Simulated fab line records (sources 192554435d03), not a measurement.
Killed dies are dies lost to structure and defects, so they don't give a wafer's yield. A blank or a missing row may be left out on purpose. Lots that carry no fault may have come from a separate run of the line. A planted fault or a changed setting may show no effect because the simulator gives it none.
fab line records | flow n5Finfet
[record] lots = 7 wafers = 21
route steps=1938 shown BEOL_M7@1308 BEOL_M8@1359 BEOL_M9@1406 BEOL_M10@1509
startH: the number of hours between the record's first day and the start of the first shown wafer of the lot | waitH: hours since the lot's step before | " unchanged from the row above | L1.1+2: a row that stands for several wafers | - no value present, or no start provided | * or withheld: withheld | < > ~ a bound
route shown NAME@n: names a module that has steps shown in the file, with the first one's number in the route | usual: mean/standard deviation of fault-free wafers | same: alike in all rows | chamber/n: place in a boat | sites: each site's reading | _std_site: standard deviation across them | _edge_site: inner sites' mean taken away from outer sites' mean | radiusMm: for every site, how far away it sits from the centre of the wafer | mask NAME#n: copy n | behind: the most recent tool/chamber to have shaped the wafer | hold: what put the lot on hold/how long, in hours/how the hold closed | device: the n, p or np transistor that did not switch | end of line: the same wafers' tests at the end of the route | step lacking rows: just its recipe | killed: the dies lost at the first sort to structure and to defects; this is not the yield of the wafer | map: per-die view of a wafer (x killed, . not killed, _ where there is no die)
set.NAME: setting as actually run; set.NAME@STEP: the setting as run at that earlier step | model.NAME: the simulator's own value behind a step, which no gauge read
lots run with intentionally changed settings; tables by step, rows by wafer
[[steps]]
[step N5_BEOL_M7_TRENCH_ETCH_37]
[recipe] chemistry = C4F6/O2 targetDepthA = 934.78 target = SiCOH_lowk timeS = 31.2 ionEnergyEv = 250 pressureMtorr = 30 sourceW = 345 biasW = 185 Ar_flow_sccm = 300 C4F6_flow_sccm = 10 O2_flow_sccm = 10
// columns lot.wafer tool chamber startH waitH set.timeS model.etch.depthNm model.BEOL_M7.featureDepthNm
L077.4 rieDiel-06 0 - - 31.2 92.81 92.8
L077.5 " 0 " " 31.2 92.41 92.4
L077.6 " 1 " " 31.2 94.16 94.2
L076.3 rieDiel-06 2 - - 31.2 92.35 92.4
L076.4 " 1 " " 31.2 92.88 92.8
L076.5 " 1 " " 31.2 93.73 93.8
L083.1 rieDiel-06 0 - - 31.2 92.19 92.2
L083.5 " 3 " " 31.2 92.45 92.4
L083.6 " 0 " " 31.2 92.39 92.4
L085.1 rieDiel-05 2 - - 31.2 93.25 93.2
L085.2 " 0 " " 33.42 97.97 98
L085.4 " 1 " " 33.42 96.69 96.6
L088.1 rieDiel-05 1 - - 33.92 99.49 99.4
L088.2 " 2 " " 31.2 93.84 93.8
L088.3 " 3 " " 31.2 95.99 96
L090.1 rieDiel-05 1 - - 31.2 90.19 90.2
L090.2 " 3 " " 31.2 95.11 95.2
L090.3 " 0 " " 31.2 90.79 90.8
L092.1 rieDiel-01 0 - - 31.2 91.95 92
L092.2 " 3 " " 31.2 93.54 93.6
L092.6 " 0 " " 27.89 82.15 82.2
[step N5_BEOL_M7_ETCH_41]
[recipe] chemistry = CH3F/O2 target = SiCN targetDepthA = 319 taperDeg = 2 timeS = 57.8 ionEnergyEv = 120 maskMaterial = TiN pressureMtorr = 30 sourceW = 395 biasW = 75 Ar_flow_sccm = 150 CH3F_flow_sccm = 30 O2_flow_sccm = 20
[step N5_BEOL_M7_STRIP_80]
[recipe] chemistry = N2/H2 timeS = 10 powerW = 450 tempC = 40 pressureMtorr = 20 rfFrequencyHz = 6e+07 biasPowerW = 7 n2FlowSccm = 200 h2FlowSccm = 200
[step N5_BEOL_M7_OCD_MEAS_38]
[usual] trenchDepthNm = 93.0/1.8
// columns lot.wafer tool chamber startH waitH set.timeS@BEOL_M7_TRENCH_ETCH_37 trenchDepthNm
L077.4 ocd-01 - 255.51 - 31.2 92.5
L077.5 " - " " 31.2 92.6
L077.6 " - " " 31.2 94.1
L076.3 ocd-02 - 266.56 - 31.2 92.5
L076.4 " - " " 31.2 92.9
L076.5 " - " " 31.2 93.6
L083.1 ocd-01 - 268.24 - 31.2 92.2
L083.5 " - " " 31.2 92.2
L083.6 " - " " 31.2 92.4
L085.1 ocd-01 - 307.07 - 31.2 92.8
L085.2 " - " " 33.42 98.1
L085.4 " - " " 33.42 97.3
L088.1 ocd-01 - 312.24 - 33.92 99.4
L088.2 " - " " 31.2 94.4
L088.3 " - " " 31.2 96.5
L090.1 ocd-02 - 345.43 - 31.2 90.5
L090.2 " - " " 31.2 95.4
L090.3 " - " " 31.2 90.6
L092.1 ocd-01 - 356.35 - 31.2 91.8
L092.2 " - " " 31.2 93.8
L092.6 " - " " 27.89 82.0
[step N5_BEOL_M8_COAT_22]
[recipe] resist = CAR-EUV spinRpm = 1500 resistThkNm = 30
// columns lot.wafer tool chamber startH waitH set.spinRpm model.CAR-EUV_of_BEOL_M8_COAT_22.thkNm
L077.4+5+6 lithoTrack-03 0 - - 1500 30
L076.3 lithoTrack-04 0 - - 1500 30
L076.4 " 0 " " 1454 30.4
L076.5 " 0 " " 1500 29.8
L083.1+5+6 lithoTrack-03 0 - - 1500 30
L085.1+4 lithoTrack-03 0 - - 1648 28.6
L085.2 " 0 " " 1500 30
L088.1+3 lithoTrack-03 0 - - 1500 29.8
L088.2 " 0 " " 1500 30
L090.1 lithoTrack-02 0 - - 1500 30
L090.2+3 " 0 " " 1452 30.4
L092.1 lithoTrack-04 0 - - 1574 29.4
L092.2 " 0 " " 1500 30
L092.6 " 0 " " 1574 29.2
[step N5_BEOL_M8_EBR_24]
[recipe] solvent = PGMEA ebrWidthMm = 1.5
[step N5_BEOL_M8_SOFTBAKE_23]
[recipe] tempC = 110 timeS = 60 resist = CAR-EUV
[step N5_BEOL_M8_EXPOSE_25]
[recipe] maskId = V7 na = 0.33 sourceShape = annular sigmaInner = 0.4 sigmaOuter = 0.8 polarization = unpolarized targetCdNm = 40 doseMj = 42.5
[step N5_BEOL_M8_PEB_26]
[recipe] pebTempC = 100 pebTimeS = 60 resist = CAR-EUV
[step N5_BEOL_M8_DEVELOP_27]
[recipe] developTimeS = 30 developer = TMAH resist = CAR-EUV rinseLiquid = surfactantRinse dry = airSpin devTempC = 23
// columns lot.wafer tool chamber startH waitH set.spinRpm@BEOL_M8_COAT_22 model.CAR-EUV_of_BEOL_M8_COAT_22.thkNm
L077.4 lithoTrack-03 0 - - 1500 29.4
L077.5+6 " 0 " " 1500 29.6
L076.3+5 lithoTrack-02 0 - - 1500 29.4
L076.4 " 0 " " 1454 30
L083.1+5+6 lithoTrack-03 0 - - 1500 29.4
L085.1 lithoTrack-03 0 - - 1648 28
L085.2 " 0 " " 1500 29.6
L085.4 " 0 " " 1648 28.2
L088.1+2+3 lithoTrack-03 0 - - 1500 29.4
L090.1 lithoTrack-04 0 - - 1500 29.4
L090.2+3 " 0 " " 1452 30
L092.1+6 lithoTrack-04 0 - - 1574 28.8
L092.2 " 0 " " 1500 29.6
[step N5_BEOL_M8_DESCUM_33]
[recipe] chemistry = O2 timeS = 7 sourcePowerW = 50 biasPowerW = 20 pressureMtorr = 20 rfFrequencyHz = 2.712e+07 tempC = 40 resist = CAR-EUV o2FlowSccm = 225
// columns lot.wafer tool chamber startH waitH set.timeS set.spinRpm@BEOL_M8_COAT_22 model.CAR-EUV_of_BEOL_M8_COAT_22.thkNm
L077.4+5 rieDiel-03 0,2 266.52 0.1 7 1500 26
L077.6 " 3 " " 7 1500 26.2
L076.3 rieDiel-02 1 274.57 0.0 8.133 1500 25.4
L076.4 " 0 " " 7 1454 26.4
L076.5 " 0 " " 8.133 1500 25.2
L083.1 rieDiel-04 1 278.55 0.0 7 1500 26
L083.5 " 0 " " 7 1500 25.8
L083.6 " 1 " " 7.985 1500 25.4
L085.1 rieDiel-03 1 316.29 0.2 7 1648 24.8
L085.2 " 3 " " 7 1500 26.2
L085.4 " 0 " " 7.911 1648 24.2
L088.1+2+3 rieDiel-04 2,1,3 321.01 0.0 7 1500 26
L090.1 rieDiel-03 2 355.80 0.0 7 1500 26
L090.2 " 1 " " 5.975 1452 27.2
L090.3 " 3 " " 7 1452 26.6
L092.1 rieDiel-02 1 365.60 0.4 7 1574 25.4
L092.2 " 2 " " 6.09 1500 26.6
L092.6 " 2 " " 6.09 1574 25.8
[step N5_BEOL_M8_ETCH_72]
[recipe] chemistry = N2/H2 target = underlayer targetDepthA = 65 maskMaterial = CAR-EUV timeS = 5.2 ionEnergyEv = 200 pressureMtorr = 30 sourceW = 840 biasW = 150 n2FlowSccm = 200 h2FlowSccm = 200 ends = cleared
// columns lot.wafer tool chamber startH waitH set.spinRpm@BEOL_M8_COAT_22 set.timeS@BEOL_M8_DESCUM_33 model.CAR-EUV_of_BEOL_M8_COAT_22.thkNm
L077.4 rieDiel-03 0 266.55 0.0 1500 7 20.2
L077.5+6 " 2,3 " " 1500 7 20.4
L076.3 rieDiel-02 1 274.61 0.0 1500 8.133 19.8
L076.4 " 0 " " 1454 7 20.6
L076.5 " 0 " " 1500 8.133 19.6
L083.1+5 rieDiel-04 1,0 278.59 0.0 1500 7 20.2
L083.6 " 1 " " 1500 7.985 19.8
L085.1 rieDiel-03 1 316.32 0.0 1648 7 18.8
L085.2 " 3 " " 1500 7 20.4
L085.4 " 0 " " 1648 7.911 18.4
L088.1+2 rieDiel-04 2,1 321.05 0.0 1500 7 20.2
L088.3 " 3 " " 1500 7 20.4
L090.1 rieDiel-03 2 355.83 0.0 1500 7 20.4
L090.2 " 1 " " 1452 5.975 21.2
L090.3 " 3 " " 1452 7 20.8
L092.1 rieDiel-02 1 365.64 0.0 1574 7 19.8
L092.2 " 2 " " 1500 6.09 20.8
L092.6 " 2 " " 1574 6.09 20
[step N5_BEOL_M8_ETCH_65]
[recipe] chemistry = CF4 target = SiARC targetDepthA = 156 maskMaterial = CAR-EUV timeS = 26 ionEnergyEv = 80 pressureMtorr = 40 sourceW = 545 biasW = 36 Ar_flow_sccm = 100 cf4FlowSccm = 100 ends = cleared
// columns lot.wafer tool chamber startH waitH set.spinRpm@BEOL_M8_COAT_22 set.timeS@BEOL_M8_DESCUM_33 model.CAR-EUV_of_BEOL_M8_COAT_22.thkNm
L077.4 rieDiel-03 0 266.57 0.0 1500 7 11
L077.5+6 " 2,3 " " 1500 7 11.2
L076.3 rieDiel-02 1 274.62 0.0 1500 8.133 10.6
L076.4 " 0 " " 1454 7 11.4
L076.5 " 0 " " 1500 8.133 10.4
L083.1+5 rieDiel-04 1,0 278.60 0.0 1500 7 11
L083.6 " 1 " " 1500 7.985 10.6
L085.1 rieDiel-03 1 316.34 0.0 1648 7 9.8
L085.2 " 3 " " 1500 7 11.2
L085.4 " 0 " " 1648 7.911 9.2
L088.1+2+3 rieDiel-04 2,1,3 321.06 0.0 1500 7 11
L090.1 rieDiel-03 2 355.85 0.0 1500 7 11.2
L090.2 " 1 " " 1452 5.975 12
L090.3 " 3 " " 1452 7 11.6
L092.1 rieDiel-02 1 365.65 0.0 1574 7 10.6
L092.2 " 2 " " 1500 6.09 11.6
L092.6 " 2 " " 1574 6.09 10.8
[step N5_BEOL_M9_COAT_59]
[recipe] resist = SOC tempC = 250 timeS = 60 spinRpm = 1500 resistThkNm = 100
// columns lot.wafer tool chamber startH waitH set.spinRpm model.SOC_of_BEOL_M9_COAT_59.thkNm
L077.4 lithoTrack-05 0 271.95 0.1 1500 99.4
L077.5+6 " 0 " " 1500 99.6
L076.3 lithoTrack-05 0 279.80 0.1 1500 99.4
L076.4 " 0 " " 1500 99.6
L076.5 " 0 " " 1647 95
L083.1+6 lithoTrack-01 0 284.29 0.1 1500 99.8
L083.5 " 0 " " 1358 105.2
L085.1 lithoTrack-05 0 322.10 0.1 1500 100.6
L085.2 " 0 " " 1446 102
L085.4 " 0 " " 1446 102.4
L088.1+2+3 lithoTrack-05 0 325.75 0.1 1500 100
L090.1 lithoTrack-05 0 361.78 0.1 1500 100.6
L090.2+3 " 0 " " 1500 100.4
L092.1 lithoTrack-04 0 371.38 0.1 1500 99.6
L092.2 " 0 " " 1376 104.2
L092.6 " 0 " " 1376 104.4
[step N5_BEOL_M9_EXPOSE_08]
[recipe] maskId = M9 na = 1.35 sourceShape = dipole sigmaInner = 0.411 sigmaOuter = 0.611 polarization = te doseMj = 53.75
// columns lot.wafer tool chamber startH waitH mask set.doseMj
L077.4+5+6 arfiScanner-03 0 272.08 - M9#0 53.75
L076.3+4 arfiScanner-02 0 280.06 - M9#0 53.75
L076.5 " 0 " " M9#0 49.86
L083.1+5+6 arfiScanner-01 0 284.53 - M9#0 53.75
L085.1+4 arfiScanner-01 0 322.22 - M9#0 53.75
L085.2 " 0 " " M9#0 55.48
L088.1+2 arfiScanner-02 0 325.99 - M9#0 51.99
L088.3 " 0 " " M9#0 53.75
L090.1+3 arfiScanner-03 0 361.90 - M9#0 51.39
L090.2 " 0 " " M9#0 53.75
L092.1+2 arfiScanner-01 0 371.62 - M9#0 55.61
L092.6 " 0 " " M9#0 53.75
[step N5_BEOL_M9_PEB_09]
[recipe] pebTempC = withheld pebTimeS = 60 resist = CAR-ArF
[step N5_BEOL_M9_DEVELOP_10]
[recipe] developTimeS = 30 developer = TMAH resist = CAR-ArF rinseLiquid = diw dry = airSpin devTempC = 23
[step N5_BEOL_M9_CD_MEAS_11]
[recipe] targetCdNm = 64.1 landingEnergyEv = 500 detector = seInlens polarity = opening
[usual] cdNm = 63.9/0.54
// columns lot.wafer tool chamber startH waitH set.doseMj@BEOL_M9_EXPOSE_08 cdNm
L077.4 cdSem-03 0 272.19 - 53.75 65.0
L077.5 " 0 " " 53.75 64.4
L077.6 " 0 " " 53.75 64.7
L076.3 cdSem-02 0 280.17 - 53.75 62.9
L076.4 " 0 " " 53.75 64.8
L076.5 " 0 " " 49.86 60.3
L083.1 cdSem-02 0 284.66 - 53.75 64.4
L083.5 " 0 " " 53.75 64.3
L083.6 " 0 " " 53.75 64.4
L085.1 cdSem-01 0 322.34 - 53.75 64.0
L085.2 " 0 " " 55.48 65.9
L085.4 " 0 " " 53.75 62.9
L088.1 cdSem-02 0 326.12 - 51.99 61.3
L088.2 " 0 " " 51.99 62.8
L088.3 " 0 " " 53.75 64.1
L090.1 cdSem-03 0 362.03 - 51.39 62.0
L090.2 " 0 " " 53.75 64.0
L090.3 " 0 " " 51.39 61.1
L092.1 cdSem-02 0 371.74 - 55.61 65.9
L092.2 " 0 " " 55.61 65.0
L092.6 " 0 " " 53.75 64.1
[step N5_BEOL_M9_DESCUM_16]
[recipe] chemistry = O2 timeS = 7.9 sourcePowerW = 50 biasPowerW = 20 pressureMtorr = 20 rfFrequencyHz = 2.712e+07 tempC = 40 resist = CAR-ArF o2FlowSccm = 225
[step N5_BEOL_M9_ETCH_61]
[recipe] chemistry = CF4 target = SiARC targetDepthA = 390 maskMaterial = CAR-ArF timeS = 65 ionEnergyEv = 80 pressureMtorr = 40 sourceW = 545 biasW = 36 Ar_flow_sccm = 100 cf4FlowSccm = 100 ends = cleared
// columns lot.wafer tool chamber startH waitH set.doseMj@BEOL_M9_EXPOSE_08 model.BEOL_M9.cdOffsetNm
L077.4+6 rieDiel-01 1 272.31 0.0 53.75 0.4
L077.5 " 0 " " 53.75 0
L076.3 rieDiel-05 0 280.69 0.0 53.75 -0.6
L076.4 " 3 " " 53.75 1.2
L076.5 " 1 " " 49.86 -4
L083.1+5 rieDiel-06 1,0 285.06 0.0 53.75 0.4
L083.6 " 1 " " 53.75 0.8
L085.1 rieDiel-06 2 322.91 0.0 53.75 0.6
L085.2 " 0 " " 55.48 1.8
L085.4 " 1 " " 53.75 -1.2
L088.1 rieDiel-01 0 326.50 0.0 51.99 -2.2
L088.2 " 1 " " 51.99 -2
L088.3 " 3 " " 53.75 0
L090.1 rieDiel-06 3 362.63 0.0 51.39 -2
L090.2 " 1 " " 53.75 0.6
L090.3 " 0 " " 51.39 -2.8
L092.1 rieDiel-05 2 371.87 0.0 55.61 2.4
L092.2 " 1 " " 55.61 0.6
L092.6 " 1 " " 53.75 -0.6
[step N5_BEOL_M9_ETCH_62]
[recipe] chemistry = N2/H2 target = SOC targetDepthA = 1100 overetchA = 220 maskMaterial = SiARC tempC = 40 timeS = 165 ionEnergyEv = 200 pressureMtorr = 30 sourceW = 840 biasW = 150 n2FlowSccm = 200 h2FlowSccm = 200
// columns lot.wafer tool chamber startH waitH set.spinRpm@BEOL_M9_COAT_59 set.doseMj@BEOL_M9_EXPOSE_08 model.etch.depthNm model.BEOL_M9.cdOffsetNm
L077.4 rieDiel-01 1 272.36 0.0 1500 53.75 99.38 0
L077.5 " 0 " " 1500 53.75 99.58 0.4
L077.6 " 1 " " 1500 53.75 99.67 0
L076.3 rieDiel-05 0 280.74 0.0 1500 53.75 99.4 -0.6
L076.4 " 3 " " 1500 53.75 99.66 1.4
L076.5 " 1 " " 1647 49.86 95.06 -4.2
L083.1 rieDiel-06 1 285.11 0.0 1500 53.75 99.82 0.6
L083.5 " 0 " " 1358 53.75 105.1 0.6
L083.6 " 1 " " 1500 53.75 99.72 1
L085.1 rieDiel-06 2 322.96 0.0 1500 53.75 100.6 1
L085.2 " 0 " " 1446 55.48 102.1 2.4
L085.4 " 1 " " 1446 53.75 102.3 -0.6
L088.1 rieDiel-01 0 326.55 0.0 1500 51.99 99.91 -1.8
L088.2 " 1 " " 1500 51.99 99.94 -2.4
L088.3 " 3 " " 1500 53.75 100 0
L090.1 rieDiel-06 3 362.68 0.0 1500 51.39 100.7 -2.2
L090.2 " 1 " " 1500 53.75 100.4 0.4
L090.3 " 0 " " 1500 51.39 100.3 -2.2
L092.1 rieDiel-05 2 371.92 0.0 1500 55.61 99.69 2.6
L092.2 " 1 " " 1376 55.61 104.2 0.4
L092.6 " 1 " " 1376 53.75 104.3 -0.8
[step N5_BEOL_M9_STRIP_68]
[recipe] chemistry = N2/H2 tempC = 40 n2FlowSccm = 200 h2FlowSccm = 200 rfFrequencyHz = 6e+07
[step N5_BEOL_M9_STRIP_67]
[recipe] chemistry = CF4 resist = SiARC powerW = 300 biasPowerW = 75 pressureMtorr = 50 cf4FlowSccm = 150 rfFrequencyHz = 6e+07
[step N5_BEOL_M9_HM_OPEN_17]
[recipe] chemistry = Cl2/BCl3 targetDepthA = 200 overetchA = 60 target = TiN maskMaterial = SOC ionEnergyEv = 150 pressureMtorr = 10 icpW = 1000 biasW = 126 Cl2_flow_sccm = 53.25 bcl3FlowSccm = 21.75 Ar_flow_sccm = 25
// columns lot.wafer tool chamber startH waitH set.spinRpm@BEOL_M9_COAT_59 model.SOC_of_BEOL_M9_COAT_59.thkNm
L077.4 rieMetal-02 0 272.58 0.1 1500 91.2
L077.5 " 1 " " 1500 91.4
L077.6 " 0 " " 1500 91.6
L076.3 rieMetal-03 1 280.96 0.1 1500 92
L076.4 " 0 " " 1500 91.4
L076.5 " 0 " " 1647 86.8
L083.1 rieMetal-03 1 285.30 0.0 1500 92.4
L083.5 " 0 " " 1358 96.8
L083.6 " 1 " " 1500 92.2
L085.1 rieMetal-01 0 323.15 0.0 1500 92.8
L085.2 " 1 " " 1446 94.8
L085.4 " 0 " " 1446 94.6
L088.1 rieMetal-03 0 326.73 0.0 1500 91.6
L088.2+3 " 1 " " 1500 92.6
L090.1 rieMetal-03 1 362.87 0.0 1500 93.4
L090.2 " 0 " " 1500 92.2
L090.3 " 0 " " 1500 92
L092.1 rieMetal-02 1 372.11 0.0 1500 91.6
L092.2 " 0 " " 1376 96
L092.6 " 1 " " 1376 96.2
[step N5_BEOL_M9_STRIP_19]
[recipe] chemistry = O2 powerW = 400 tempC = 40 pressureMtorr = 30 rfFrequencyHz = 6e+07 biasPowerW = 0 overashFraction = 0.2 o2FlowSccm = 225
[step N5_BEOL_M9_CD_MEAS_18]
[recipe] pitchNm = 140 targetCdNm = 70
[usual] cdNm = 70.0/0.74
// columns lot.wafer tool chamber startH waitH set.doseMj@BEOL_M9_EXPOSE_08 cdNm
L077.4 cdSem-02 - 272.74 0.1 53.75 69.7
L077.5 " - " " 53.75 70.1
L077.6 " - " " 53.75 70.0
L076.3 cdSem-03 - 281.18 0.1 53.75 69.9
L076.4 " - " " 53.75 71.4
L076.5 " - " " 49.86 65.7
L083.1 cdSem-01 - 285.60 0.0 53.75 71.2
L083.5 " - " " 53.75 70.7
L083.6 " - " " 53.75 70.6
L085.1 cdSem-03 - 323.46 0.0 53.75 71.4
L085.2 " - " " 55.48 73.1
L085.4 " - " " 53.75 69.7
L088.1 cdSem-01 - 326.91 0.0 51.99 68.4
L088.2 " - " " 51.99 67.5
L088.3 " - " " 53.75 70.3
L090.1 cdSem-02 - 363.05 0.0 51.39 68.3
L090.2 " - " " 53.75 70.6
L090.3 " - " " 51.39 67.5
L092.1 cdSem-03 - 372.29 0.0 55.61 72.3
L092.2 " - " " 55.61 70.6
L092.6 " - " " 53.75 69.3
[step N5_BEOL_M10_VIA_ETCH_34]
[recipe] chemistry = C4F6/O2 target = SiCOH_lowk targetDepthA = 1845 maskMaterial = SOC taperDeg = 4 timeS = 69.2 ionEnergyEv = 250 pressureMtorr = 30 sourceW = 345 biasW = 185 Ar_flow_sccm = 300 C4F6_flow_sccm = 10 O2_flow_sccm = 10
[usual] rfVppV = 662/15
// columns lot.wafer tool chamber startH waitH set.sourceW rfVppV
L077.4 rieDiel-02 0 287.21 0.0 345 648
L077.5 " 3 " " 345 655
L077.6 " 2 " " 345 655
L076.3 rieDiel-03 2 297.51 0.0 314.7 701
L076.4 " 1 " " 345 658
L076.5 " 1 " " 345 658
L083.1 rieDiel-02 3 297.83 0.0 345 653
L083.5 " 2 " " 345 654
L083.6 " 3 " " 345 654
L085.1 rieDiel-02 2 335.80 0.0 345 654
L085.2 " 0 " " 345 649
L085.4 " 2 " " 291.1 714
L088.1 rieDiel-02 0 339.09 0.0 345 647
L088.2 " 1 " " 345 669
L088.3 " 2 " " 310.6 691
L090.1 rieDiel-04 1 373.85 0.0 378 634
L090.2 " 0 " " 378 615
L090.3 " 2 " " 378 631
L092.1 rieDiel-02 0 380.47 0.0 401.1 599
L092.2 " 3 " " 401.1 607
L092.6 " 0 " " 401.1 599
[step N5_BEOL_M10_TRENCH_ETCH_37]
[recipe] chemistry = C4F6/O2 targetDepthA = 1488.3 target = SiCOH_lowk timeS = 48 ionEnergyEv = 250 pressureMtorr = 30 sourceW = 345 biasW = 185 Ar_flow_sccm = 300 C4F6_flow_sccm = 10 O2_flow_sccm = 10
[usual] rfVppV = 662/15
// columns lot.wafer tool chamber startH waitH set.biasW rfVppV
L077.4 rieDiel-02 0 - - 185 646
L077.5 " 3 " " 185 654
L077.6 " 2 " " 185 654
L076.3 rieDiel-03 2 - - 185 668
L076.4 " 1 " " 185 659
L076.5 " 1 " " 185 659
L083.1 rieDiel-02 3 - - 185 655
L083.5 " 2 " " 185 656
L083.6 " 3 " " 194.7 683
L085.1 rieDiel-02 2 - - 209.4 722
L085.2 " 0 " " 209.4 714
L085.4 " 2 " " 209.4 722
L088.1 rieDiel-02 0 - - 205 701
L088.2 " 1 " " 205 725
L088.3 " 2 " " 185 654
L090.1 rieDiel-04 1 - - 185 663
L090.2 " 0 " " 185 643
L090.3 " 2 " " 212.5 738
L092.1 rieDiel-02 0 - - 185 646
L092.2 " 3 " " 185 655
L092.6 " 0 " " 159.7 573
[[key]]
[split] step = N5_BEOL_M7_TRENCH_ETCH_37 setting = timeS stated = 31.2 by = wafer
[response] step = N5_BEOL_M7_TRENCH_ETCH_37 reading = model.etch.depthNm change = +0.758 per = 1% r = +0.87
[response] step = N5_BEOL_M7_TRENCH_ETCH_37 reading = model.BEOL_M7.featureDepthNm change = +0.756 per = 1% r = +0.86
[response] step = N5_BEOL_M7_OCD_MEAS_38 reading = trenchDepthNm change = +0.77 per = 1% r = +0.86
[split] step = N5_BEOL_M8_COAT_22 setting = spinRpm stated = 1500 by = wafer
[response] step = N5_BEOL_M8_COAT_22 reading = model.CAR-EUV_of_BEOL_M8_COAT_22.thkNm change = -0.142 per = 1% r = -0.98
[response] step = N5_BEOL_M8_DEVELOP_27 reading = model.CAR-EUV_of_BEOL_M8_COAT_22.thkNm change = -0.159 per = 1% r = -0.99
[response] step = N5_BEOL_M8_DESCUM_33 reading = model.CAR-EUV_of_BEOL_M8_COAT_22.thkNm change = -0.198 per = 1% r = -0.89
[response] step = N5_BEOL_M8_ETCH_72 reading = model.CAR-EUV_of_BEOL_M8_COAT_22.thkNm change = -0.19 per = 1% r = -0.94
[response] step = N5_BEOL_M8_ETCH_65 reading = model.CAR-EUV_of_BEOL_M8_COAT_22.thkNm change = -0.183 per = 1% r = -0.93
[split] step = N5_BEOL_M8_DESCUM_33 setting = timeS stated = 7 by = wafer
[response] step = N5_BEOL_M8_DESCUM_33 reading = model.CAR-EUV_of_BEOL_M8_COAT_22.thkNm slope = -0.0393 per = 1% togetherWith = spinRpm@BEOL_M8_COAT_22 explained = 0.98
[response] step = N5_BEOL_M8_ETCH_72 reading = model.CAR-EUV_of_BEOL_M8_COAT_22.thkNm slope = -0.0249 per = 1% togetherWith = spinRpm@BEOL_M8_COAT_22 explained = 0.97
[response] step = N5_BEOL_M8_ETCH_65 reading = model.CAR-EUV_of_BEOL_M8_COAT_22.thkNm slope = -0.028 per = 1% togetherWith = spinRpm@BEOL_M8_COAT_22 explained = 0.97
[split] step = N5_BEOL_M9_COAT_59 setting = spinRpm stated = 1500 by = wafer
[response] step = N5_BEOL_M9_COAT_59 reading = model.SOC_of_BEOL_M9_COAT_59.thkNm change = -0.524 per = 1% r = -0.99
[response] step = N5_BEOL_M9_ETCH_62 reading = model.etch.depthNm change = -0.516 per = 1% r = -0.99
[response] step = N5_BEOL_M9_HM_OPEN_17 reading = model.SOC_of_BEOL_M9_COAT_59.thkNm change = -0.504 per = 1% r = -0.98
[split] step = N5_BEOL_M9_EXPOSE_08 setting = doseMj stated = 53.75 by = wafer
[response] step = N5_BEOL_M9_CD_MEAS_11 reading = cdNm change = +0.533 per = 1% r = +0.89
[response] step = N5_BEOL_M9_ETCH_61 reading = model.BEOL_M9.cdOffsetNm change = +0.623 per = 1% r = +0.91
[response] step = N5_BEOL_M9_ETCH_62 reading = model.BEOL_M9.cdOffsetNm change = +0.636 per = 1% r = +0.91
[response] step = N5_BEOL_M9_CD_MEAS_18 reading = cdNm change = +0.674 per = 1% r = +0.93
[split] step = N5_BEOL_M10_VIA_ETCH_34 setting = sourceW stated = 345 by = wafer
[response] step = N5_BEOL_M10_VIA_ETCH_34 reading = rfVppV change = -3.98 per = 1% r = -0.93
[split] step = N5_BEOL_M10_TRENCH_ETCH_37 setting = biasW stated = 185 by = wafer
[response] step = N5_BEOL_M10_TRENCH_ETCH_37 reading = rfVppV change = +5.58 per = 1% r = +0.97
